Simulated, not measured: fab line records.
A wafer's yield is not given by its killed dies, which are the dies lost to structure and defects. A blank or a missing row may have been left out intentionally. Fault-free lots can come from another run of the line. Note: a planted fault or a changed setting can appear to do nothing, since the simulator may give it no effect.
Comparing a struck lot with a sound one || flow n5Finfet || 26 out of 1938 route steps
Sound: these wafers, L346.1, L346.5, L346.6. Struck: wafers L351.2, L351.3, L351.5. The cause comes at the end.
Each step with rows lists, per side, the tool, then ch with its chambers, then its first start. Under that, the readings that differ: sound wafers || struck wafers || difference of the means || sigmas: that difference in standard deviations of wafers without a fault.
alike: readings with means less than 2 such deviations apart, plus words and numbers identical on both sides. not compared: withheld readings, readings lacking a value on some wafer, bounds such as >300 that could conceal the same value, and numbers that have no deviation in the record and whose values overlap.
A row with sigmas, a row that says differs or no value, or rows on one side alone: a step with any of these is where the two part. Non-overlapping numbers with no deviation appear without sigmas and do not part them. Lack of a reading on every wafer of one side parts them only where that side has two or more wafers.

first, 9 steps without rows for these wafers: N5_MIM_BOT_LITHO_SOFTBAKE_03 (time 90 s); N5_MIM_BOT_LITHO_EXPOSE_05 (exposes mask MIM BOT); N5_MIM_BOT_LITHO_PEB_06; N5_MIM_BOT_LITHO_DEVELOP_07 (develop time 60 s); N5_MIM_BOT_LITHO_HARDBAKE_09 (time 120 s); N5_MIM_BOT_LITHO_DESCUM_10 (chemistry O2, time 7.9 s); N5_MIM_BOT_ETCH_ETCH_04 (etches SiNx in CF4/O2, target depth 26 nm, time 13 s); N5_MIM_BOT_ETCH_ETCH_03 (etches the open film in Cl2/BCl3, target depth 12 nm); N5_MIM_BOT_ETCH_ETCH_00 (etches TiN in Cl2/BCl3, target depth 45.5 nm).
N5_MIM_BOT_ETCH_STRIP_01: strips in O2.
  sound on rieDiel-01 ch 1,2,3, day 14 07:37; struck on rieDiel-01 ch 0,2,3, day 15 23:47
  alike: chamberPressureMTorr, drypumpMotorCurrentA, oesProductAu, rfVppV, showerheadPlenumPTorr, throttleValvePct
  not compared: rfHoursCounterH
then, 13 steps without rows for these wafers: N5_MIM_BOT_ETCH_STRIP_02 (strips in post etch residue remover, time 1200 s); N5_MIM_BOT_ETCH_CLEAN_05 (cleans in IPA, time 180 s); N5_MIM_BOT_ETCH_SRD_06 (time 30 s); N5_PASSIVATION_PECVD_55 (deposits SiO2 from SiH4/N2O, target thk 400 nm, time 22.5 s); N5_PASSIVATION_PECVD_01 (deposits SiNx from SiH4/NH3/N2, target thk 200 nm, time 43.2 s); N5_PASSIVATION_HMDS_03 (time 60 s); N5_PASSIVATION_COAT_04; N5_PASSIVATION_EBR_06; N5_PASSIVATION_SOFTBAKE_05 (time 90 s); N5_PASSIVATION_EXPOSE_07 (exposes mask TV, defocus 0 nm, target cd 3000 nm); N5_PASSIVATION_PEB_08; N5_PASSIVATION_DEVELOP_09 (develop time 60 s); N5_PASSIVATION_HARDBAKE_11 (time 120 s).
N5_PASSIVATION_INSPECT_61: inspects for defects (macro).
  sound on defectInspect-02 at day 14 09:34; struck on defectInspect-02 at day 16 02:16
{"reading": "rawDefectCount", "sound": "1 5 2", "struck": ">300 280 >300", "difference": "differs", "sigmas": ""}
then, 1 step without rows for these wafers: N5_PASSIVATION_DESCUM_12 (chemistry O2, time 7.9 s).
N5_PASSIVATION_PROBE_49:
  record: rows for the struck wafers here (prober-01, day 16 10:02), none for the sound ones

== WHERE THEY PART ==
Earliest at N5_PASSIVATION_INSPECT_61; latest, in this record, at N5_PASSIVATION_PROBE_49.

WHY: what the simulator had put in
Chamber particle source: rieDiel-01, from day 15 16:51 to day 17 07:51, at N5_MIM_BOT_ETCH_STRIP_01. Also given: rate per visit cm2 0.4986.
